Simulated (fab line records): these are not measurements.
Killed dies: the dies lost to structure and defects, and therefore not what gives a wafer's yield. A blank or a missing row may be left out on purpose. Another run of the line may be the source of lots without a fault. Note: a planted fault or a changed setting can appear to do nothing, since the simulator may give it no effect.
Which tool is to blame?	flow n5-finfet	12 lots with 36 wafers sampled at 6 steps, on a route of 1938 steps

WHAT THE GAUGES SHOWED, per wafer
N5_BEOL_M1_OVL_MEAS_12.
lot	measured	on	M1_OVL (nm)
L075	day 6 09:41	overlay-02	-0.5 -0.3 -0.2
L077	day 6 17:38	overlay-02	1.8 0.3 -0.1
L079	day 7 06:46	overlay-01	0.8 0.0 0.9
L081	day 8 03:34	overlay-02	1.2 1.1 1.5
L083	day 8 08:56	overlay-02	0.7 0.0 0.3
L085	day 8 16:37	overlay-01	1.0 0.4 0.7
L087	day 9 15:14	overlay-02	0.1 0.4 -0.7
L088	day 10 00:07	overlay-02	0.3 -0.4 -0.3
L091	day 10 08:58	overlay-01	-0.9 -0.8 0.0
L093	day 11 00:24	overlay-01	0.0 -0.9 -0.4
L095	day 11 14:07	overlay-01	-0.6 -0.8 -0.2
L097	day 11 19:41	overlay-01	0.1 -0.6 -0.6

TOOL THAT RAN EACH LOT (tool first, then ch and the chambers of the sampled wafers, then the start)
lot	N5_BEOL_M0_ANNEAL_117	N5_BEOL_M0_SPUTTER_132	N5_BEOL_M0_SPUTTER_134	N5_BEOL_M0_ANNEAL_135	N5_BEOL_M1_HM_DEP_02
L075	pvd-sputter-01, day 6 04:40	pvd-sputter-01, day 6 04:42	pvd-sputter-01, day 6 04:49	pvd-sputter-01, day 6 04:54	pvd-sputter-02, day 6 09:08
L077	pvd-sputter-01, day 6 12:17	pvd-sputter-01, day 6 12:19	pvd-sputter-01, day 6 12:26	pvd-sputter-01, day 6 12:31	pvd-sputter-02, day 6 17:13
L079	pvd-sputter-03, day 7 03:34	pvd-sputter-03, day 7 03:36	pvd-sputter-03, day 7 03:43	pvd-sputter-03, day 7 03:48	pvd-sputter-01, day 7 06:21
L081	pvd-sputter-01, day 7 20:11	pvd-sputter-01, day 7 20:14	pvd-sputter-01, day 7 20:21	pvd-sputter-01, day 7 20:26	pvd-sputter-02, day 8 03:01
L083	pvd-sputter-02, day 8 01:53	pvd-sputter-02, day 8 01:56	pvd-sputter-02, day 8 02:03	pvd-sputter-02, day 8 02:08	pvd-sputter-02, day 8 08:31
L085	pvd-sputter-02, day 8 11:11	pvd-sputter-02, day 8 11:14	pvd-sputter-02, day 8 11:21	pvd-sputter-02, day 8 11:26	pvd-sputter-02, day 8 16:03
L087	pvd-sputter-02, day 9 12:16	pvd-sputter-02, day 9 12:18	pvd-sputter-02, day 9 12:25	pvd-sputter-02, day 9 12:30	pvd-sputter-03, day 9 14:47
L088	pvd-sputter-01, day 9 20:28	pvd-sputter-01, day 9 20:31	pvd-sputter-01, day 9 20:38	pvd-sputter-01, day 9 20:43	pvd-sputter-02, day 9 23:43
L091	pvd-sputter-02, day 10 05:38	pvd-sputter-02, day 10 05:40	pvd-sputter-02, day 10 05:47	pvd-sputter-02, day 10 05:52	pvd-sputter-03, day 10 08:25
L093	pvd-sputter-03, day 10 21:50	pvd-sputter-03, day 10 21:53	pvd-sputter-03, day 10 22:00	pvd-sputter-03, day 10 22:05	pvd-sputter-01, day 10 23:58
L095	pvd-sputter-02, day 11 11:33	pvd-sputter-02, day 11 11:35	pvd-sputter-02, day 11 11:43	pvd-sputter-02, day 11 11:47	pvd-sputter-02, day 11 13:41
L097	pvd-sputter-02, day 11 15:47	pvd-sputter-02, day 11 15:49	pvd-sputter-02, day 11 15:56	pvd-sputter-02, day 11 16:01	pvd-sputter-01, day 11 19:16
- N5_BEOL_M0_ANNEAL_117: time 60 s.
- N5_BEOL_M0_SPUTTER_132: material Cu, target thk 4 nm, time 7.37 s.
- N5_BEOL_M0_SPUTTER_134: material Cu, target thk 4 nm, time 7.37 s.
- N5_BEOL_M0_ANNEAL_135: time 60 s.
- N5_BEOL_M1_HM_DEP_02: deposits TiN, target thk 20 nm.

THE ANSWER, worked out from the rows above alone
Rule: the usual values come from the lots themselves. The widest of any qualifying gaps counts: lots, ordered by their means at a reading, are off when they make up no more than a third of the lots, leave a main group of 4 or more, and stand apart from it by 3 or more times the standard deviation of that group's means. The tables above print the reading to a certain number of digits; a main group whose means all agree to those digits is not used. Also off: a lot with no number at a reading for which 4 or more lots have one. All remaining lots with rows at the step are treated as sound.
No lot is off at any reading shown: from this, nothing can be told.

WHAT THE SIMULATOR HAD PUT IN
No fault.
